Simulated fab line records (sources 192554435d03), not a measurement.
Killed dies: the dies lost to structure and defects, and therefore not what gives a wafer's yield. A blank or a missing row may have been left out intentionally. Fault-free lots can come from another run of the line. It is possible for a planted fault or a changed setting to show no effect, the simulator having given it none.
fab line records + flow n5_finfet
record:
- lots: 5
- wafers: 13
- last_day: 18
route steps=1938 shown BEOL_M3@969 BEOL_M4@1111
lots with no fault: from the same line, run without faults
start_h: the number of hours between the record's first day and the start of the first shown wafer of the lot + wait_h: hours since the lot's step before + " the same as in the row above + L1.1+2: several wafers, shown together as one row + - either no value or no given start + * or withheld: withheld + < > ~ a bound
route shown NAME@n: NAME is a module with steps in the file, n the number in the route of the first one + usual: mean/standard deviation of fault-free wafers + same: alike in all rows + chamber/n: place in a boat + sites: the reading at each site + _std_site: their standard deviation + _edge_site: outer sites' mean less inner sites' + radius_mm: how far each site lies from the wafer's centre + mask NAME#n: copy n + behind: tool/chamber where the wafer was last shaped + hold: cause of the lot's hold/its duration in hours/its outcome + device: the n, p or np transistor that did not switch + end of line: at the end of the route, the tests of the same wafers + a step without rows: its recipe alone + killed: dies that structure and defects cost at the first sort, which is not the same as the wafer's yield + map: the dies of a wafer, with x for killed, . for not killed, _ for no die there
set.NAME: the setting that was run; set.NAME@STEP: the one run at that earlier step + model.NAME: the simulator's own value behind a step, which no gauge read
lots at selected steps of the route; one table per step, one row per wafer
services: from which hour (start_h, from the record's first day; less than 0 if before it) a tool's chamber was out of use, for how many hours, and why
== steps ==
step: N5_BEOL_M3_DESCUM_33
recipe:
- chemistry: O2
- time_s: 7
- source_power_w: 50
- bias_power_w: 20
- pressure_mtorr: 20
- rf_frequency_hz: 2.712e+07
- temp_c: 40
- resist: CAR-EUV
- o2_flow_sccm: 225
step: N5_BEOL_M3_ETCH_77
recipe:
- chemistry: N2/H2
- target: underlayer
- target_depth_a: 65
- mask_material: CAR-EUV
- time_s: 5.2
- ion_energy_ev: 200
- pressure_mtorr: 30
- source_w: 840
- bias_w: 150
- n2_flow_sccm: 200
- h2_flow_sccm: 200
- ends: cleared
step: N5_BEOL_M3_ETCH_69
recipe:
- chemistry: CF4
- target: SiARC
- target_depth_a: 156
- mask_material: CAR-EUV
- time_s: 26
- ion_energy_ev: 80
- pressure_mtorr: 40
- source_w: 545
- bias_w: 36
- Ar_flow_sccm: 100
- cf4_flow_sccm: 100
- ends: cleared
step: N5_BEOL_M3_ALD_98
recipe:
- material: SiO2
- target_thk_a: 25
- temp_c: 100
- ald_precursor_family: BDEAS
- ald_co_reactant: O2-plasma
- pulse_time_s: 1
- co_reactant_pulse_time_s: 1
- purge_time_s: 2
- co_reactant_purge_time_s: 2
- ald_cycles: 17
- pressure_torr: 2
step: N5_BEOL_M3_ETCHBACK_99
recipe:
- chemistry: CHF3
- target: SiO2
- target_depth_a: 50
- time_s: 10.4
- source_w: 215
- bias_w: 47
- Ar_flow_sccm: 200
- CHF3_flow_sccm: 12
- ion_energy_ev: 100
- pressure_mtorr: 30
step: N5_BEOL_M3_ETCH_70
recipe:
- chemistry: N2/H2
- target: SOC
- target_depth_a: 800
- overetch_a: 160
- mask_material: SiARC
- temp_c: 40
- time_s: 120
- ion_energy_ev: 200
- pressure_mtorr: 30
- source_w: 840
- bias_w: 150
- n2_flow_sccm: 200
- h2_flow_sccm: 200
step: N5_BEOL_M3_STRIP_71
recipe:
- chemistry: N2/H2
- temp_c: 40
- n2_flow_sccm: 200
- h2_flow_sccm: 200
- rf_frequency_hz: 6e+07
step: N5_BEOL_M3_STRIP_78
recipe:
- chemistry: N2/H2
- temp_c: 40
- n2_flow_sccm: 200
- h2_flow_sccm: 200
- rf_frequency_hz: 6e+07
step: N5_BEOL_M3_VIA_ETCH_34
recipe:
- chemistry: C4F6/O2
- target_depth_a: 694
- mask_material: SOC
- pressure_mtorr: 15
- ion_energy_ev: 250
- taper_deg: 4
- time_s: 65.9
- source_w: 350
- bias_w: 170
- Ar_flow_sccm: 300
- C4F6_flow_sccm: 10
- O2_flow_sccm: 10
step: N5_BEOL_M3_STRIP_83
recipe:
- chemistry: C4F6/O2
- resist: SiARC
- rf_frequency_hz: 6e+07
step: N5_BEOL_M3_STRIP_36
recipe:
- chemistry: N2/H2
- power_w: 450
- temp_c: 40
- pressure_mtorr: 20
- rf_frequency_hz: 6e+07
- overash_fraction: 0.3
- bias_power_w: 7
- h2_frac: 0.5
- n2_flow_sccm: 200
- h2_flow_sccm: 200
step: N5_BEOL_M3_TRENCH_ETCH_37
recipe:
- chemistry: C4F6/O2
- target_depth_a: 555.55
- target: SiOC
- time_s: 29.2
- ion_energy_ev: 250
- pressure_mtorr: 30
- source_w: 355
- bias_w: 185
- Ar_flow_sccm: 300
- C4F6_flow_sccm: 10
- O2_flow_sccm: 10
usual:
- drypump_motor_current_A: 5.77/0.27
- mfc_ar_sccm: 300.1/0.99
- oes_o_777_au: 0.79/0.08
- oes_product_au: 0.79/0.077
- rf_vpp_V: 667/9.4
- run_length_s: 52.5/0.42
- showerhead_plenum_p_Torr: 2.87/0.091
- throttle_valve_pct: 20.82/0.26
| lot.wafer | tool        | chamber | start_h | wait_h | drypump_motor_current_A | mfc_ar_sccm | oes_o_777_au | oes_product_au | rf_hours_counter_h | rf_vpp_V | run_length_s | showerhead_plenum_p_Torr | throttle_valve_pct | model.etch.depth_nm | model.BEOL_M3.feature_depth_nm | model.TiN_of_BEOL_M3_HM_DEP_02.thk_nm |
|-----------|-------------|---------|---------|--------|-------------------------|-------------|--------------|----------------|--------------------|----------|--------------|--------------------------|--------------------|---------------------|--------------------------------|---------------------------------------|
| L987.2    | rie_diel-06 | 1       | 161.29  | -      | 5.41                    | 301.5       | 0.79         | 0.76           | 148                | 664      | 52.2         | 2.94                     | 20.79              | 55.61               | 55.6                           | 18.4                                  |
| L987.4    | "           | 2       | "       | "      | 5.86                    | 300.2       | 0.75         | 0.75           | 160                | 679      | 53.0         | 2.83                     | 20.96              | 55.55               | 55.6                           | 18.2                                  |
| L987.6    | "           | 1       | "       | "      | 5.39                    | 300.3       | 0.79         | 0.76           | -                  | 665      | 52.1         | 2.94                     | 20.80              | 55.02               | 55                             | 18.4                                  |
| L989.3    | rie_diel-06 | 1       | 175.60  | -      | 5.41                    | 301.4       | 0.78         | 0.75           | 153                | 665      | 52.1         | 2.94                     | 20.80              | 54.55               | 54.6                           | 17.8                                  |
| L989.4    | "           | 0       | "       | "      | 6.08                    | 300.0       | 0.69         | 0.71           | -                  | 654      | 52.7         | 2.84                     | 21.09              | 54.72               | 54.8                           | 17.8                                  |
| L989.5    | "           | 1       | "       | "      | 5.41                    | 300.4       | 0.79         | 0.76           | -                  | 666      | 41.1         | 2.94                     | 20.81              | 34.42               | 34.4                           | 18.8                                  |
| L990.1    | rie_diel-06 | 2       | 182.10  | -      | 5.85                    | 297.8       | 0.74         | 0.76           | 164                | 679      | 41.7         | 2.83                     | 20.98              | 35.14               | 35.2                           | 18.8                                  |
| L990.2    | "           | 1       | "       | "      | 5.41                    | 300.5       | 0.79         | 0.76           | 155                | 665      | 52.2         | 2.94                     | 20.80              | 55.87               | 55.8                           | 18                                    |
| L993.2    | rie_diel-06 | 0       | 205.64  | -      | 6.08                    | 299.0       | 0.69         | 0.71           | 218                | 653      | 52.4         | 2.84                     | 21.09              | 54.86               | 54.8                           | 17                                    |
| L993.5    | "           | 3       | "       | "      | 5.84                    | 301.0       | 0.87         | 0.85           | -                  | 655      | 41.6         | 2.77                     | 20.45              | 34.56               | 34.6                           | 18.4                                  |
| L106.1    | rie_diel-03 | 3       | 295.29  | -      | 5.45                    | 298.7       | 0.75         | 0.77           | 157                | 670      | 52.7         | 2.74                     | 21.02              | 55.89               | 55.8                           | 17.8                                  |
| L106.2    | "           | 2       | "       | "      | 5.69                    | 302.2       | 0.82         | 0.83           | 91                 | 670      | 52.6         | 3.01                     | 20.64              | 56.35               | 56.4                           | 18                                    |
| L106.6    | "           | 1       | "       | "      | 6.30                    | 300.7       | 0.68         | 0.69           | -                  | 667      | 52.6         | 2.94                     | 20.56              | 53.32               | 53.4                           | 18.4                                  |
step: N5_BEOL_M3_ETCH_41
recipe:
- chemistry: CH3F/O2
- target: SiCN
- target_depth_a: 299
- taper_deg: 2
- time_s: 52.5
- ion_energy_ev: 120
- mask_material: TiN
- pressure_mtorr: 30
- source_w: 395
- bias_w: 75
- Ar_flow_sccm: 150
- CH3F_flow_sccm: 30
- O2_flow_sccm: 20
step: N5_BEOL_M3_STRIP_97
recipe:
- chemistry: N2/H2
- time_s: 10
- power_w: 450
- temp_c: 40
- pressure_mtorr: 20
- rf_frequency_hz: 6e+07
- bias_power_w: 7
- n2_flow_sccm: 200
- h2_flow_sccm: 200
step: N5_BEOL_M3_OCD_MEAS_38
usual:
- trench_depth_nm: 55.5/1
| lot.wafer | tool   | chamber | start_h | wait_h | trench_depth_nm |
|-----------|--------|---------|---------|--------|-----------------|
| L987.2    | ocd-01 | -       | 161.44  | -      | 55.2            |
| L987.4    | "      | -       | "       | "      | 55.3            |
| L987.6    | "      | -       | "       | "      | 54.8            |
| L989.3    | ocd-02 | -       | 175.76  | -      | 54.6            |
| L989.4    | "      | -       | "       | "      | 55.0            |
| L989.5    | "      | -       | "       | "      | 34.1            |
| L990.1    | ocd-02 | -       | 182.25  | -      | 35.7            |
| L990.2    | "      | -       | "       | "      | 55.9            |
| L993.2    | ocd-01 | -       | 205.79  | -      | 55.1            |
| L993.5    | "      | -       | "       | "      | 34.4            |
| L106.1    | ocd-02 | -       | 295.44  | -      | 55.2            |
| L106.2    | "      | -       | "       | "      | 56.2            |
| L106.6    | "      | -       | "       | "      | 53.3            |
step: N5_BEOL_M3_HM_STRIP_39
recipe:
- chemistry: peroxide_tin_strip
- material: TiN
- target_depth_a: 250
- temp_c: 50
- time_s: 158
step: N5_BEOL_M4_RC_MEAS_101
usual:
- DIBL_N: 36.0/2
- DIBL_P: 36.2/2.2
- IOFF_N: 0.16/0.034
- IOFF_P: 0.21/0.04
- ION_N: 675/12
- ION_P: 463/7.2
- SS_N: 71.6/0.6
- SS_P: 73.3/0.67
- VT_N: 250/3
- VT_P: -251/3.4
| lot.wafer | tool      | chamber | start_h | wait_h | DIBL_N[mV/V] | DIBL_P[mV/V] | IOFF_N[nA/um] | IOFF_P[nA/um] | ION_N[uA/um] | ION_P[uA/um] | SS_N[mV/dec] | SS_P[mV/dec] | VT_N[mV] | VT_P[mV] |
|-----------|-----------|---------|---------|--------|--------------|--------------|---------------|---------------|--------------|--------------|--------------|--------------|----------|----------|
| L987.2    | prober-01 | 0       | 178.76  | 0.2    | 34.6         | 34.8         | 0.15          | 0.20          | 684          | 464          | 70.9         | 73.5         | 251      | -249     |
| L987.4    | "         | 0       | "       | "      | 35.3         | 35.7         | 0.15          | 0.21          | 678          | 462          | 71.7         | 73.5         | 252      | -247     |
| L987.6    | "         | 0       | "       | "      | 35.3         | 36.3         | 0.16          | 0.21          | 678          | 464          | 71.3         | 73.9         | 251      | -250     |
| L989.3    | prober-02 | 0       | 193.42  | 0.3    | 38.2         | 38.8         | 0.21          | 0.26          | 674          | 462          | 72.1         | 73.4         | 249      | -250     |
| L989.4    | "         | 0       | "       | "      | 37.9         | 37.7         | 0.18          | 0.22          | 664          | 453          | 72.9         | 73.0         | 251      | -252     |
| L989.5    | "         | 0       | "       | "      | 39.4         | 39.9         | 0.23          | 0.26          | 684          | 467          | 73.2         | 73.9         | 250      | -246     |
| L990.1    | prober-02 | 0       | 198.04  | 0.0    | 36.6         | 36.0         | 0.16          | 0.19          | 676          | 453          | 71.6         | 73.0         | 251      | -252     |
| L990.2    | "         | 0       | "       | "      | 38.2         | 39.2         | 0.20          | 0.22          | 701          | 466          | 72.3         | 73.4         | 247      | -251     |
| L993.2    | prober-01 | 0       | 217.83  | 0.2    | 35.2         | 36.0         | 0.18          | 0.23          | 690          | 472          | 72.1         | 72.8         | 243      | -248     |
| L993.5    | "         | 0       | "       | "      | 34.9         | 35.7         | 0.16          | 0.22          | 677          | 468          | 70.7         | 72.6         | 250      | -247     |
| L106.1    | prober-02 | 0       | 308.93  | 0.0    | 38.3         | 37.7         | 0.18          | 0.22          | 672          | 460          | 71.9         | 73.9         | 252      | -249     |
| L106.2    | "         | 0       | "       | "      | 36.7         | 36.8         | 0.16          | 0.21          | 687          | 472          | 72.0         | 73.7         | 250      | -248     |
| L106.6    | "         | 0       | "       | "      | 37.5         | 37.7         | 0.17          | 0.23          | 670          | 466          | 72.0         | 74.0         | 253      | -251     |
== services ==
| tool        | chamber | start_h | hours | kind   |
|-------------|---------|---------|-------|--------|
| rie_diel-03 | -       | 157.42  | 0.6   | repair |
| rie_diel-03 | 3       | 181.91  | 13.3  | repair |
| rie_diel-06 | 2       | 252.13  | 10.8  | repair |
| rie_diel-06 | 0       | 256.55  | 7.3   | repair |
| rie_diel-06 | 1       | 257.61  | 3.4   | repair |
| rie_diel-03 | 1       | 264.32  | 8.9   | repair |
| rie_diel-06 | 3       | 291.33  | 1.9   | repair |
== key ==
first_sign:
- step: N5_BEOL_M3_TRENCH_ETCH_37
- reading: run_length_s
- direction: down
- sigmas: 26
- usual: *
- struck: *
effect:
- step: N5_BEOL_M3_OCD_MEAS_38
- reading: trench_depth_nm
- direction: down
- sigmas: 20
- usual: 55.5
- struck: 34.7
model_effect:
- step: N5_BEOL_M3_TRENCH_ETCH_37
- value: etch.depth_nm
- without: 55.55
- struck: 34.71
met_at N5_BEOL_M3_TRENCH_ETCH_37
struck_wafers L989.5,L990.1,L993.5
onset_between 161.29 175.60
fault:
- kind: process_parameter_drift
- tool: rie_diel-06
- chamber: -
- onset_h: 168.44
- steps: N5_BEOL_M3_TRENCH_ETCH_37
- channel: time_s
- offset: *
- shape: step
- end_h: 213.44
- scope: struck_wafers_only
- acts_in: *
- stated: *
